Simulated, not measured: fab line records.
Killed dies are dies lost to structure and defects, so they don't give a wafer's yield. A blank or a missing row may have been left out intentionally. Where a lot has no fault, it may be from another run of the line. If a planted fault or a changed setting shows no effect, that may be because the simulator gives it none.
Matching of chambers ; flow n5-finfet ; pecvd-03 running N5_BEOL_M8_DEP_56: 3 sister chambers
The step deposits SiCN from 3MS/NH3, target thk 10 nm, time 17.5 s. 6 wafers are shown with their chamber, then 10 later ones without.

== WAFERS WITH THEIR CHAMBER ==
wafer;chamber;throttle-valve-pct (%);rf-fwd-power-W (W)
L084.4;2;9.0;197.5
L086.2;1;9.7;199.1
L086.3;2;9.1;198.1
L086.4;0;9.0;200.5
L090.1;0;9.1;200.1
L090.2;1;9.4;199.0

== WAFERS MISSING THEIR CHAMBER ==
wafer;throttle-valve-pct (%);rf-fwd-power-W (W)
L090.4;8.9;197.9
L092.1;9.1;200.0
L092.2;9.6;200.8
L092.3;8.9;198.5
L097.2;9.2;199.2
L097.4;9.0;200.0
L097.6;9.6;198.8
L096.2;8.7;199.2
L096.3;9.5;199.1
L096.5;9.1;199.4

== THE CHAMBER EACH PASSED THROUGH ==
wafer;from the rows above;in truth
L090.4;2;2
L092.1;0;0
L092.2;can't be placed: 0 or 1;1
L092.3;2;2
L097.2;can't be placed: 1 or 0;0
L097.4;0;0
L097.6;1;1
L096.2;can't be placed: 0 or 2 or 1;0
L096.3;1;1
L096.5;can't be placed: 0 or 1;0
6 of 10 placed correctly. From these rows, 4 cannot be placed; in 4 the true chamber is one of the candidates. Wrongly placed: 0.
How it was worked out, from the rows above alone: a wafer's distance from a chamber is the root of the sum, over the readings, of the square of ((its reading less the chamber's mean) divided by the reading's scatter). If the next closest chamber is less than 2 further off than the closest, the wafer can't be placed; otherwise it belongs to the closest. A chamber's mean is the mean of its shown wafers. How the scatter is found: for the shown wafers, subtract from each reading the mean of its chamber, square and add these, divide the total by (wafers less chambers), then take the root.
